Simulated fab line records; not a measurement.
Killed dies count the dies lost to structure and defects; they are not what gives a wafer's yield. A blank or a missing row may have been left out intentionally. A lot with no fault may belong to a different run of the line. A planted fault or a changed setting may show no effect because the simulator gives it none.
Matching of chambers :: flow n5 finfet :: N5_GATE_CUT_PECVD_57 on pecvd-04 has 3 sister chambers
The step deposits SiNx from SiH4/NH3/N2, target thk 21 nm. 3 wafers are shown with their chamber, then 9 later ones without.

EACH WAFER AND ITS CHAMBER
wafer: L084.4
chamber: 0
showerhead plenum p Torr (Torr): 5.08

wafer: L087.3
chamber: 2
showerhead plenum p Torr (Torr): 5.29

wafer: L087.6
chamber: 1
showerhead plenum p Torr (Torr): 5.01

WAFERS MISSING THEIR CHAMBER
wafer: L091.2
showerhead plenum p Torr (Torr): 5.02

wafer: L091.5
showerhead plenum p Torr (Torr): 5.27

wafer: L091.6
showerhead plenum p Torr (Torr): 5.08

wafer: L095.3
showerhead plenum p Torr (Torr): 5.10

wafer: L095.4
showerhead plenum p Torr (Torr): 5.00

wafer: L095.6
showerhead plenum p Torr (Torr): 5.08

wafer: L096.1
showerhead plenum p Torr (Torr): 5.09

wafer: L096.4
showerhead plenum p Torr (Torr): 5.09

wafer: L096.5
showerhead plenum p Torr (Torr): 5.01

WHICH CHAMBER EACH WENT THROUGH
wafer: L091.2
from the rows above: 1
in truth: 1

wafer: L091.5
from the rows above: 2
in truth: 2

wafer: L091.6
from the rows above: 0
in truth: 0

wafer: L095.3
from the rows above: 0
in truth: 0

wafer: L095.4
from the rows above: 1
in truth: 1

wafer: L095.6
from the rows above: 0
in truth: 0

wafer: L096.1
from the rows above: 0
in truth: 0

wafer: L096.4
from the rows above: 0
in truth: 0

wafer: L096.5
from the rows above: 1
in truth: 1
Correctly placed: 9 of 9. Left unplaced by these rows: 0. 0 placed wrongly.
How it was worked out, from the rows above alone: a wafer's distance from a chamber is the root of the sum, over the readings, of the square of ((its reading less the chamber's mean) divided by the reading's scatter). If the next closest chamber is less than 2 further off than the closest, the wafer can't be placed; otherwise it belongs to the closest. A chamber's mean is the mean of its shown wafers. The scatter: root of mean squared gap, hidden wafer to nearest shown wafer, with one shown wafer a chamber.
